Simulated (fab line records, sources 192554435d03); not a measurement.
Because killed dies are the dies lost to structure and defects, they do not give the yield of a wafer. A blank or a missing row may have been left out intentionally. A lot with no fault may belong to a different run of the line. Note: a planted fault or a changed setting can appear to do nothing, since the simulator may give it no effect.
Which of the tools did it? :: flow n5Finfet :: 9 lots, 27 wafers sampled, at 5 steps of a route of 1938

== WHAT THE GAUGES SHOWED, per wafer ==
No reading from a measuring or inspecting step in the record can be judged against a usual standard deviation.

== TOOL THAT RAN EACH LOT (tool first, then ch and the chambers of the sampled wafers, then the start) ==
lot: L355
N5_BEOL_M11_DESCUM_16: rieDiel-03 ch 2,3, day 10 20:48
N5_BEOL_M11_DESCUM_33: rieDiel-03 ch 0,2,3, day 10 22:25
N5_BEOL_M11_STRIP_77: rieDiel-03 ch 0,2,3, day 10 22:56 or earlier
N5_BEOL_M11_HM_STRIP_39: wetBench-04 ch 2,5,7, day 10 22:56
N5_BEOL_M11_CMP_52: cmp-02 ch 0,1,2, day 11 01:15

lot: L353
N5_BEOL_M11_DESCUM_16: rieDiel-02 ch 0,1,2, day 10 23:49
N5_BEOL_M11_DESCUM_33: rieDiel-03 ch 1,2,3, day 11 00:54
N5_BEOL_M11_STRIP_77: rieDiel-03 ch 1,2,3, day 11 01:25 or earlier
N5_BEOL_M11_HM_STRIP_39: wetBench-02 ch 1,5,6, day 11 01:25
N5_BEOL_M11_CMP_52: cmp-02 ch 1,2,3, day 11 04:37

lot: L359
N5_BEOL_M11_DESCUM_16: rieDiel-05 ch 0,1,3, day 12 04:01
N5_BEOL_M11_DESCUM_33: rieDiel-05 ch 1,3, day 12 06:40
N5_BEOL_M11_STRIP_77: rieDiel-05 ch 0,3, day 12 07:23 or earlier
N5_BEOL_M11_HM_STRIP_39: wetBench-02 ch 0,2,7, day 12 07:23
N5_BEOL_M11_CMP_52: cmp-03 ch 1,2,3, day 12 10:02

lot: L363
N5_BEOL_M11_DESCUM_16: rieDiel-03 ch 0,1,3, day 13 04:02
N5_BEOL_M11_DESCUM_33: rieDiel-02 ch 0,1, day 13 06:26
N5_BEOL_M11_STRIP_77: rieDiel-02 ch 0,1, day 13 06:58 or earlier
N5_BEOL_M11_HM_STRIP_39: wetBench-04 ch 0,1,5, day 13 06:58
N5_BEOL_M11_CMP_52: cmp-01 ch 1,2, day 13 09:50

lot: L365
N5_BEOL_M11_DESCUM_16: rieDiel-05 ch 0,3, day 13 11:59
N5_BEOL_M11_DESCUM_33: rieDiel-05 ch 0,1, day 13 13:49
N5_BEOL_M11_STRIP_77: rieDiel-05 ch 0,1, day 13 14:20 or earlier
N5_BEOL_M11_HM_STRIP_39: wetBench-02 ch 1,2,7, day 13 14:20
N5_BEOL_M11_CMP_52: cmp-01 ch 1,2,3, day 13 17:32

lot: L366
N5_BEOL_M11_DESCUM_16: rieDiel-05 ch 1,3, day 13 12:14
N5_BEOL_M11_DESCUM_33: rieDiel-05 ch 0,1,3, day 13 14:16
N5_BEOL_M11_STRIP_77: rieDiel-05 ch 0,1,3, day 13 14:48 or earlier
N5_BEOL_M11_HM_STRIP_39: wetBench-04 ch 2,4,6, day 13 14:48
N5_BEOL_M11_CMP_52: cmp-01 ch 1,2,3, day 13 18:31

lot: L369
N5_BEOL_M11_DESCUM_16: rieDiel-05 ch 0,2,3, day 14 15:12
N5_BEOL_M11_DESCUM_33: rieDiel-02 ch 0,1,3, day 14 17:41
N5_BEOL_M11_STRIP_77: rieDiel-02 ch 0,1,3, day 14 18:12 or earlier
N5_BEOL_M11_HM_STRIP_39: wetBench-04 ch 2,4,6, day 14 18:12
N5_BEOL_M11_CMP_52: cmp-01 ch 0,1,3, day 14 22:25

lot: L372
N5_BEOL_M11_DESCUM_16: rieDiel-02 ch 0,1, day 15 05:41
N5_BEOL_M11_DESCUM_33: rieDiel-05 ch 0,2,3, day 15 07:22
N5_BEOL_M11_STRIP_77: rieDiel-05 ch 0,2,3, day 15 07:54 or earlier
N5_BEOL_M11_HM_STRIP_39: wetBench-04 ch 3,6,7, day 15 07:54
N5_BEOL_M11_CMP_52: cmp-02 ch 0,2,3, day 15 09:40

lot: L374
N5_BEOL_M11_DESCUM_16: rieDiel-05 ch 0,2,3, day 15 21:25
N5_BEOL_M11_DESCUM_33: rieDiel-05 ch 0,1,3, day 15 23:19
N5_BEOL_M11_STRIP_77: rieDiel-05 ch 0,1,3, day 15 23:50 or earlier
N5_BEOL_M11_HM_STRIP_39: wetBench-04 ch 2,5,7, day 15 23:50
N5_BEOL_M11_CMP_52: cmp-03 ch 0,2,3, day 16 01:40
- N5_BEOL_M11_DESCUM_16: chemistry O2, time 7.9 s.
- N5_BEOL_M11_DESCUM_33: chemistry O2, time 7.9 s.
- N5_BEOL_M11_STRIP_77: strips in N2/H2, time 10 s.
- N5_BEOL_M11_HM_STRIP_39: strips TiN in peroxide tin strip, target depth 25 nm, time 158 s.
- N5_BEOL_M11_CMP_52: polishes, stops on SiCOH lowk, t overpolish 7 s, target thk 140 nm.

== WHAT THE TOOLS THEMSELVES READ (means of the sampled wafers that have a number; where no wafer has one, the mark that the record gives instead) ==
N5_BEOL_M11_DESCUM_16. Usual: drypumpMotorCurrentA 5.6 A, standard deviation 0.47; oesProductAu 0.80 a.u., standard deviation 0.093; rfVppV 243.4 V, standard deviation 1.5; showerheadPlenumPTorr 2.11 Torr, standard deviation 0.073; throttleValvePct 20.40 %, standard deviation 0.22.
lot: L355
tool: rieDiel-03
drypumpMotorCurrentA (A): 5.2
oesProductAu (a.u.): 0.77
rfVppV (V): 242.1
showerheadPlenumPTorr (Torr): 2.09
throttleValvePct (%): 20.37
flag: 

lot: L353
tool: rieDiel-02
drypumpMotorCurrentA (A): 5.5
oesProductAu (a.u.): 0.84
rfVppV (V): 243.4
showerheadPlenumPTorr (Torr): 2.15
throttleValvePct (%): 20.26
flag: 

lot: L359
tool: rieDiel-05
drypumpMotorCurrentA (A): 5.7
oesProductAu (a.u.): 0.80
rfVppV (V): 242.7
showerheadPlenumPTorr (Torr): 2.06
throttleValvePct (%): 20.45
flag: 

lot: L363
tool: rieDiel-03
drypumpMotorCurrentA (A): 5.4
oesProductAu (a.u.): 0.74
rfVppV (V): 242.8
showerheadPlenumPTorr (Torr): 2.09
throttleValvePct (%): 20.39
flag: 

lot: L365
tool: rieDiel-05
drypumpMotorCurrentA (A): 6.1
oesProductAu (a.u.): 0.86
rfVppV (V): 242.6
showerheadPlenumPTorr (Torr): 2.03
throttleValvePct (%): 20.51
flag: 

lot: L366
tool: rieDiel-05
drypumpMotorCurrentA (A): 5.2
oesProductAu (a.u.): 0.70
rfVppV (V): 243.1
showerheadPlenumPTorr (Torr): 2.09
throttleValvePct (%): 20.41
flag: 

lot: L369
tool: rieDiel-05
drypumpMotorCurrentA (A): 6.1
oesProductAu (a.u.): 0.85
rfVppV (V): 242.7
showerheadPlenumPTorr (Torr): 2.09
throttleValvePct (%): 20.53
flag: 

lot: L372
tool: rieDiel-02
drypumpMotorCurrentA (A): 5.6
oesProductAu (a.u.): 0.84
rfVppV (V): 244.3
showerheadPlenumPTorr (Torr): 2.15
throttleValvePct (%): 20.18
flag: 

lot: L374
tool: rieDiel-05
drypumpMotorCurrentA (A): 6.1
oesProductAu (a.u.): 0.84
rfVppV (V): 243.8
showerheadPlenumPTorr (Torr): 2.09
throttleValvePct (%): 20.53
flag: 

N5_BEOL_M11_DESCUM_33. Usual: drypumpMotorCurrentA 5.6 A, standard deviation 0.46; oesProductAu 0.81 a.u., standard deviation 0.094; rfVppV 243.5 V, standard deviation 1.3; showerheadPlenumPTorr 2.11 Torr, standard deviation 0.068; throttleValvePct 20.38 %, standard deviation 0.21.
lot: L355
tool: rieDiel-03
drypumpMotorCurrentA (A): 5.2
oesProductAu (a.u.): 0.81
rfVppV (V): 242.5
showerheadPlenumPTorr (Torr): 2.10
throttleValvePct (%): 20.37
flag: 

lot: L353
tool: rieDiel-03
drypumpMotorCurrentA (A): 5.2
oesProductAu (a.u.): 0.80
rfVppV (V): 243.4
showerheadPlenumPTorr (Torr): 2.10
throttleValvePct (%): 20.33
flag: 

lot: L359
tool: rieDiel-05
drypumpMotorCurrentA (A): 5.3
oesProductAu (a.u.): 0.71
rfVppV (V): 242.3
showerheadPlenumPTorr (Torr): 2.04
throttleValvePct (%): 20.49
flag: 

lot: L363
tool: rieDiel-02
drypumpMotorCurrentA (A): 5.6
oesProductAu (a.u.): 0.85
rfVppV (V): 244.6
showerheadPlenumPTorr (Torr): 2.16
throttleValvePct (%): 20.15
flag: 

lot: L365
tool: rieDiel-05
drypumpMotorCurrentA (A): 5.5
oesProductAu (a.u.): 0.77
rfVppV (V): 243.8
showerheadPlenumPTorr (Torr): 2.11
throttleValvePct (%): 20.36
flag: 

lot: L366
tool: rieDiel-05
drypumpMotorCurrentA (A): 5.6
oesProductAu (a.u.): 0.78
rfVppV (V): 242.2
showerheadPlenumPTorr (Torr): 2.06
throttleValvePct (%): 20.47
flag: 

lot: L369
tool: rieDiel-02
drypumpMotorCurrentA (A): 5.7
oesProductAu (a.u.): 0.80
rfVppV (V): 245.2
showerheadPlenumPTorr (Torr): 2.16
throttleValvePct (%): 20.25
flag: 

lot: L372
tool: rieDiel-05
drypumpMotorCurrentA (A): 6.1
oesProductAu (a.u.): 0.84
rfVppV (V): 243.1
showerheadPlenumPTorr (Torr): 2.09
throttleValvePct (%): 20.53
flag: 

lot: L374
tool: rieDiel-05
drypumpMotorCurrentA (A): 5.6
oesProductAu (a.u.): 0.87
rfVppV (V): 242.9
showerheadPlenumPTorr (Torr): 2.05
throttleValvePct (%): 20.37
flag: 

N5_BEOL_M11_STRIP_77. Usual: biasPowerW 6.998 W, standard deviation 0.02; chamberPressureMTorr 20.001 mTorr, standard deviation 0.017; drypumpMotorCurrentA 5.6 A, standard deviation 0.45; oesProductAu 0.81 a.u., standard deviation 0.095; rfVppV 59.1 V, standard deviation 0.86; showerheadPlenumPTorr 2.55 Torr, standard deviation 0.081; throttleValvePct 23.54 %, standard deviation 0.27.
lot: L355
tool: rieDiel-03
biasPowerW (W): 6.989
chamberPressureMTorr (mTorr): 19.996
drypumpMotorCurrentA (A): 5.3
oesProductAu (a.u.): 0.81
rfVppV (V): 59.5
showerheadPlenumPTorr (Torr): 2.55
throttleValvePct (%): 23.59
flag: 

lot: L353
tool: rieDiel-03
biasPowerW (W): 7.001
chamberPressureMTorr (mTorr): 20.002
drypumpMotorCurrentA (A): 5.2
oesProductAu (a.u.): 0.80
rfVppV (V): 59.3
showerheadPlenumPTorr (Torr): 2.55
throttleValvePct (%): 23.48
flag: 

lot: L359
tool: rieDiel-05
biasPowerW (W): 7.000
chamberPressureMTorr (mTorr): 20.013
drypumpMotorCurrentA (A): 6.1
oesProductAu (a.u.): 0.90
rfVppV (V): 58.7
showerheadPlenumPTorr (Torr): 2.47
throttleValvePct (%): 23.68
flag: 

lot: L363
tool: rieDiel-02
biasPowerW (W): 6.999
chamberPressureMTorr (mTorr): 20.018
drypumpMotorCurrentA (A): 5.6
oesProductAu (a.u.): 0.85
rfVppV (V): 58.8
showerheadPlenumPTorr (Torr): 2.61
throttleValvePct (%): 23.28
flag: 

lot: L365
tool: rieDiel-05
biasPowerW (W): 6.975
chamberPressureMTorr (mTorr): 20.014
drypumpMotorCurrentA (A): 5.5
oesProductAu (a.u.): 0.77
rfVppV (V): 60.1
showerheadPlenumPTorr (Torr): 2.56
throttleValvePct (%): 23.63
flag: 

lot: L366
tool: rieDiel-05
biasPowerW (W): 6.990
chamberPressureMTorr (mTorr): 20.008
drypumpMotorCurrentA (A): 5.6
oesProductAu (a.u.): 0.78
rfVppV (V): 58.4
showerheadPlenumPTorr (Torr): 2.50
throttleValvePct (%): 23.69
flag: 

lot: L369
tool: rieDiel-02
biasPowerW (W): 7.016
chamberPressureMTorr (mTorr): 19.995
drypumpMotorCurrentA (A): 5.7
oesProductAu (a.u.): 0.80
rfVppV (V): 60.3
showerheadPlenumPTorr (Torr): 2.62
throttleValvePct (%): 23.26
flag: 

lot: L372
tool: rieDiel-05
biasPowerW (W): 7.006
chamberPressureMTorr (mTorr): 19.998
drypumpMotorCurrentA (A): 6.1
oesProductAu (a.u.): 0.85
rfVppV (V): 58.8
showerheadPlenumPTorr (Torr): 2.53
throttleValvePct (%): 23.72
flag: 

lot: L374
tool: rieDiel-05
biasPowerW (W): 7.018
chamberPressureMTorr (mTorr): 19.991
drypumpMotorCurrentA (A): 5.6
oesProductAu (a.u.): 0.86
rfVppV (V): 58.5
showerheadPlenumPTorr (Torr): 2.50
throttleValvePct (%): 23.61
flag: 

N5_BEOL_M11_HM_STRIP_39. Usual: bathGuardTempC 50.0 C, standard deviation 0.51; bathHeatDutyPct 7.0 %, standard deviation 0.85.
lot: L355
tool: wetBench-04
bathGuardTempC (C): 50.0
bathHeatDutyPct (%): 7.0
flag: 

lot: L353
tool: wetBench-02
bathGuardTempC (C): 49.9
bathHeatDutyPct (%): 7.5
flag: 

lot: L359
tool: wetBench-02
bathGuardTempC (C): 50.2
bathHeatDutyPct (%): 7.5
flag: 

lot: L363
tool: wetBench-04
bathGuardTempC (C): -
bathHeatDutyPct (%): -
flag: OFF

lot: L365
tool: wetBench-02
bathGuardTempC (C): -
bathHeatDutyPct (%): -
flag: OFF

lot: L366
tool: wetBench-04
bathGuardTempC (C): -
bathHeatDutyPct (%): -
flag: OFF

lot: L369
tool: wetBench-04
bathGuardTempC (C): 50.2
bathHeatDutyPct (%): 6.3
flag: 

lot: L372
tool: wetBench-04
bathGuardTempC (C): 50.2
bathHeatDutyPct (%): 7.4
flag: 

lot: L374
tool: wetBench-04
bathGuardTempC (C): 50.3
bathHeatDutyPct (%): 7.6
flag: 

N5_BEOL_M11_CMP_52. Usual: barrierFieldEndpointS 28.7 s, standard deviation 0.68; headPressurePsi 1.0002 psi, standard deviation 0.0023; motorCurrentA 6.0 A, standard deviation 0.73.
lot: L355
tool: cmp-02
barrierFieldEndpointS (s): 28.1
headPressurePsi (psi): 1.0017
motorCurrentA (A): 5.9
flag: 

lot: L353
tool: cmp-02
barrierFieldEndpointS (s): 28.5
headPressurePsi (psi): 0.9982
motorCurrentA (A): 6.1
flag: 

lot: L359
tool: cmp-03
barrierFieldEndpointS (s): 29.1
headPressurePsi (psi): 1.0031
motorCurrentA (A): 6.0
flag: 

lot: L363
tool: cmp-01
barrierFieldEndpointS (s): 34.8
headPressurePsi (psi): 1.0031
motorCurrentA (A): 5.3
flag: OFF

lot: L365
tool: cmp-01
barrierFieldEndpointS (s): 34.0
headPressurePsi (psi): 0.9996
motorCurrentA (A): 5.6
flag: OFF

lot: L366
tool: cmp-01
barrierFieldEndpointS (s): 35.2
headPressurePsi (psi): 0.9993
motorCurrentA (A): 5.6
flag: OFF

lot: L369
tool: cmp-01
barrierFieldEndpointS (s): 28.6
headPressurePsi (psi): 0.9993
motorCurrentA (A): 5.8
flag: 

lot: L372
tool: cmp-02
barrierFieldEndpointS (s): 27.9
headPressurePsi (psi): 0.9992
motorCurrentA (A): 6.1
flag: 

lot: L374
tool: cmp-03
barrierFieldEndpointS (s): 29.4
headPressurePsi (psi): 1.0031
motorCurrentA (A): 6.2
flag: 

== THE ANSWER, worked out from the rows above alone ==
Rule: lot off if the mean of its wafers having a number is beyond 3 standard deviations from the usual mean. Also off: a lot with no number at a reading for which 4 or more lots have one. The other lots that the step has rows for count as sound. First the gauges in route order, then the tools' own readings, where a lot's mean is used as printed above. At the first step where some lot is off, the reading lying furthest off is the one used; lots without a number count as furthest.
Off at N5_BEOL_M11_HM_STRIP_39 (bathGuardTempC): L363, L365, L366. Without a number there: L363, L365, L366.
A tool fits if, at that step or a process step before it, it ran every lot that is off, and no sound lot after the first of them. With no start given for some of its lots, N5_BEOL_M11_STRIP_77 uses the hours and lot order of N5_BEOL_M11_HM_STRIP_39. Of those tried, none fits.

== WHAT THE SIMULATOR HAD PUT IN ==
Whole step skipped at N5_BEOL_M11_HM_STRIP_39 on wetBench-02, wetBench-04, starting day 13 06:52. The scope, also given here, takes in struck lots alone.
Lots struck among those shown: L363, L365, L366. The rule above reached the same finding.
